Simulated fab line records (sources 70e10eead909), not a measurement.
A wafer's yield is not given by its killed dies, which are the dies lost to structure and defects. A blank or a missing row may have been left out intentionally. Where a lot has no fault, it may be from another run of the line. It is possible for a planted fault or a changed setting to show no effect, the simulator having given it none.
A struck lot beside a sound one | flow nand_harc | 15 steps out of a route of 1159
Sound: these wafers, L481.1, L481.5, L481.6. Struck: wafer L489.1 (left out: L489.5, a lot-mate that was not struck); the cause follows at the end.
Per side, at each step with rows, come the tool, then ch with its chambers, and then its first start. Under that, the readings that differ: sound wafers | struck wafers | difference of the means | sigmas: that difference in standard deviations of wafers without a fault.
alike: readings with means less than 2 such deviations apart, plus words and numbers identical on both sides. not compared: withheld readings, readings lacking a value on some wafer, bounds such as >300 that could conceal the same value, and numbers that have no deviation in the record and whose values overlap.
Wherever a step has rows on one side only, a row that says differs or no value, or a row with sigmas, the two part there. Numbers that have no deviation but don't overlap get no sigmas and don't part them. Lack of a reading on every wafer of one side parts them only where that side has two or more wafers.

first, 1 step without rows for these wafers: NHARC_A_ONON_D1_DEP_03 (target thk 1000 nm).
NHARC_A_ONON_D1_THK_MEAS_05: measures by ellipsometry.
  sound on film_metro-01, day 7 20:21; struck on film_metro-01, day 9 22:37
  alike: thk_nm
then, no rows for these wafers at 1 step: NHARC_A_ONON_D1_DEP_06 (target thk 1000 nm).
NHARC_A_ONON_D1_THK_MEAS_08: measures by ellipsometry.
  sound on film_metro-02, day 7 20:55; struck on film_metro-02, day 9 23:19
  alike: thk_nm
then, no rows for these wafers at 1 step: NHARC_A_ONON_D1_DEP_09 (target thk 1000 nm).
NHARC_A_ONON_D1_THK_MEAS_11: measures by ellipsometry.
  sound on film_metro-01, day 7 21:29; struck on film_metro-01, day 9 23:53
  alike: thk_nm
then, no rows for these wafers at 1 step: NHARC_A_ONON_D1_DEP_12 (target thk 1000 nm).
NHARC_A_ONON_D1_THK_MEAS_14: measures by ellipsometry.
  sound on film_metro-02, day 7 22:03; struck on film_metro-01, day 10 00:28
  alike: thk_nm
then, 2 steps without rows for these wafers: NHARC_A_ONON_D1_ANNEAL_15 (time 3600 s); NHARC_A_ONON_D1_DEP_16 (target thk 1000 nm).
NHARC_A_ONON_D1_THK_MEAS_18: measures by ellipsometry.
  sound on film_metro-02, day 8 05:10; struck on film_metro-01, day 10 07:32
  alike: thk_nm
NHARC_A_ONON_D1_DEP_19: target thk 1000 nm.
  sound on pecvd_onon-01 ch 0, day 8 05:13; struck on pecvd_onon-01 ch 0, day 10 07:35
  alike: nh3_flow_sccm
NHARC_A_ONON_D1_THK_MEAS_21: measures by ellipsometry.
  sound on film_metro-02, day 8 05:44; struck on film_metro-01, day 10 08:06
  reading     | sound       | struck | difference | sigmas
  thk_nm (nm) | 983 985 984 | 686    | -298       | -27
then, no rows for these wafers at 1 step: NHARC_A_ONON_D1_DEP_22 (target thk 1000 nm).
-- the record jumps here: 11 days lie between the struck wafers' starts before and after (it left off in module A_ONON_D1 and takes up again in module END, whose first step shown is number 1159 of the route) --
NHARC_END_SORT_01:
  here the record holds rows for the struck wafers (prober-02 ch 0, day 21 19:35) but none for the sound ones

== WHERE THEY PART ==
First at NHARC_A_ONON_D1_THK_MEAS_21; last, within this record, at NHARC_END_SORT_01.

WHY: what had been put in by the simulator
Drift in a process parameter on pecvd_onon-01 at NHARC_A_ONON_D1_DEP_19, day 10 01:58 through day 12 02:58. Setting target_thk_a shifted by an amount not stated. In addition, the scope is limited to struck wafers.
